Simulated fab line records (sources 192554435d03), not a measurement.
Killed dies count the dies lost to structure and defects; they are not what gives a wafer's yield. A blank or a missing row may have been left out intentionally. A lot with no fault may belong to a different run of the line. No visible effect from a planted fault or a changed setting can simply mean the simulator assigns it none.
Lot-split experiment :: flow n5Finfet :: 21 wafers read across 7 lots, on a route 1938 steps long

THE SPLIT ITSELF
At N5_MOL_CONTACT_COAG_ALD_133 (deposits SiO2, target thk 5 nm, pulse time 1 s, co reactant pulse time 1 s), the setting aldCycles was moved away from the recipe's 35 on 6 of the 21 wafers read, by -14.3% to +14.3%. This setting was run at the recipe's value on the other wafers.

The split's own step is where the reading is taken.

THE READING
SiO2_of_MOL_CONTACT_COAG_ALD_133.thkNm (the simulator's own value, which no gauge read), in nm, at N5_MOL_CONTACT_COAG_ALD_133 (deposits SiO2, target thk 5 nm, pulse time 1 s, co reactant pulse time 1 s). No usual value for it is given in the file.

wafer: L074.1
tool, chamber at the split: aldSin-04, 0,1
aldCycles as run: 35
against the recipe: recipe
SiO2_of_MOL_CONTACT_COAG_ALD_133.thkNm, nm: 5
against lot-mates on the recipe: -

wafer: L074.5
tool, chamber at the split: aldSin-04, 0,1
aldCycles as run: 35
against the recipe: recipe
SiO2_of_MOL_CONTACT_COAG_ALD_133.thkNm, nm: 5
against lot-mates on the recipe: -

wafer: L074.2
tool, chamber at the split: aldSin-04, 2
aldCycles as run: 38
against the recipe: +8.6%
SiO2_of_MOL_CONTACT_COAG_ALD_133.thkNm, nm: 5.4
against lot-mates on the recipe: +0.4

wafer: L081.1
tool, chamber at the split: aldSin-04, 1,3,0
aldCycles as run: 35
against the recipe: recipe
SiO2_of_MOL_CONTACT_COAG_ALD_133.thkNm, nm: 5
against lot-mates on the recipe: -

wafer: L081.5
tool, chamber at the split: aldSin-04, 1,3,0
aldCycles as run: 35
against the recipe: recipe
SiO2_of_MOL_CONTACT_COAG_ALD_133.thkNm, nm: 5
against lot-mates on the recipe: -

wafer: L081.6
tool, chamber at the split: aldSin-04, 1,3,0
aldCycles as run: 35
against the recipe: recipe
SiO2_of_MOL_CONTACT_COAG_ALD_133.thkNm, nm: 5
against lot-mates on the recipe: -

wafer: L089.3
tool, chamber at the split: aldSin-02, 3,2,1
aldCycles as run: 35
against the recipe: recipe
SiO2_of_MOL_CONTACT_COAG_ALD_133.thkNm, nm: 5
against lot-mates on the recipe: -

wafer: L089.5
tool, chamber at the split: aldSin-02, 3,2,1
aldCycles as run: 35
against the recipe: recipe
SiO2_of_MOL_CONTACT_COAG_ALD_133.thkNm, nm: 5
against lot-mates on the recipe: -

wafer: L089.6
tool, chamber at the split: aldSin-02, 3,2,1
aldCycles as run: 35
against the recipe: recipe
SiO2_of_MOL_CONTACT_COAG_ALD_133.thkNm, nm: 5
against lot-mates on the recipe: -

wafer: L090.1
tool, chamber at the split: aldSin-02, 0
aldCycles as run: 30
against the recipe: -14.3%
SiO2_of_MOL_CONTACT_COAG_ALD_133.thkNm, nm: 4.2
against lot-mates on the recipe: no lot-mate on the recipe

wafer: L090.2
tool, chamber at the split: aldSin-02, 3,2
aldCycles as run: 30
against the recipe: -14.3%
SiO2_of_MOL_CONTACT_COAG_ALD_133.thkNm, nm: 4.4
against lot-mates on the recipe: no lot-mate on the recipe

wafer: L090.4
tool, chamber at the split: aldSin-02, 3,2
aldCycles as run: 30
against the recipe: -14.3%
SiO2_of_MOL_CONTACT_COAG_ALD_133.thkNm, nm: 4.4
against lot-mates on the recipe: no lot-mate on the recipe

wafer: L091.2
tool, chamber at the split: aldSin-04, 1,0,3
aldCycles as run: 35
against the recipe: recipe
SiO2_of_MOL_CONTACT_COAG_ALD_133.thkNm, nm: 5
against lot-mates on the recipe: -

wafer: L091.3
tool, chamber at the split: aldSin-04, 1,0,3
aldCycles as run: 35
against the recipe: recipe
SiO2_of_MOL_CONTACT_COAG_ALD_133.thkNm, nm: 5
against lot-mates on the recipe: -

wafer: L091.4
tool, chamber at the split: aldSin-04, 1,0,3
aldCycles as run: 35
against the recipe: recipe
SiO2_of_MOL_CONTACT_COAG_ALD_133.thkNm, nm: 5
against lot-mates on the recipe: -

wafer: L093.1
tool, chamber at the split: aldSin-02, 2
aldCycles as run: 40
against the recipe: +14.3%
SiO2_of_MOL_CONTACT_COAG_ALD_133.thkNm, nm: 5.8
against lot-mates on the recipe: +0.8

wafer: L093.3
tool, chamber at the split: aldSin-02, 0
aldCycles as run: 40
against the recipe: +14.3%
SiO2_of_MOL_CONTACT_COAG_ALD_133.thkNm, nm: 5.6
against lot-mates on the recipe: +0.6

wafer: L093.4
tool, chamber at the split: aldSin-02, 3
aldCycles as run: 35
against the recipe: recipe
SiO2_of_MOL_CONTACT_COAG_ALD_133.thkNm, nm: 5
against lot-mates on the recipe: -

wafer: L096.2
tool, chamber at the split: aldSin-02, 2,1,1
aldCycles as run: 35
against the recipe: recipe
SiO2_of_MOL_CONTACT_COAG_ALD_133.thkNm, nm: 5
against lot-mates on the recipe: -

wafer: L096.3
tool, chamber at the split: aldSin-02, 2,1,1
aldCycles as run: 35
against the recipe: recipe
SiO2_of_MOL_CONTACT_COAG_ALD_133.thkNm, nm: 5
against lot-mates on the recipe: -

wafer: L096.5
tool, chamber at the split: aldSin-02, 2,1,1
aldCycles as run: 35
against the recipe: recipe
SiO2_of_MOL_CONTACT_COAG_ALD_133.thkNm, nm: 5
against lot-mates on the recipe: -
The file does not say which wafer passed through which chamber wherever a row lists several chambers: such a row stands for several wafers.

THE FIT
A straight line over all 21 wafers: SiO2_of_MOL_CONTACT_COAG_ALD_133.thkNm changes by +0.0476 nm for each +1% of aldCycles; r = +0.99; the points scatter about the line by 0.05 nm.
The same after taking each lot's own level away (the mean of its wafers on the recipe; 18 wafers): +0.0487 nm for each +1%; r = +0.99; scatter 0.036 nm.
According to that fit, moving aldCycles by its largest amount changes the reading by 0.7 nm.
The lots' own levels span 5.00 to 5.00 nm.
So the lot-to-lot level changes the slope little: the two slopes agree.
Check: for one of the wafers moved furthest among these (+14.3%), held out of the fit, the line's prediction against its lot-mates is +0.618 nm. It came out at +0.8 nm against them.

THE OTHER SPLITS THESE WAFERS WENT THROUGH
Other splits were also applied to these wafers ahead of the reading. Each is held against what the fit with the lots' levels taken away leaves over:
other split on the same wafers: N5_GATE_CUT_COAT_27 spinRpm
wafers away from the commonest value: 8
r with SiO2_of_MOL_CONTACT_COAG_ALD_133.thkNm (lot level and that fit taken away): -0.25

other split on the same wafers: N5_MOL_CONTACT_COAG_COAT_103 spinRpm
wafers away from the commonest value: 10
r with SiO2_of_MOL_CONTACT_COAG_ALD_133.thkNm (lot level and that fit taken away): +0.20

THE FILE'S OWN FIT
SiO2_of_MOL_CONTACT_COAG_ALD_133.thkNm changes by +0.0484 nm for each +1% of aldCycles, r = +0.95.
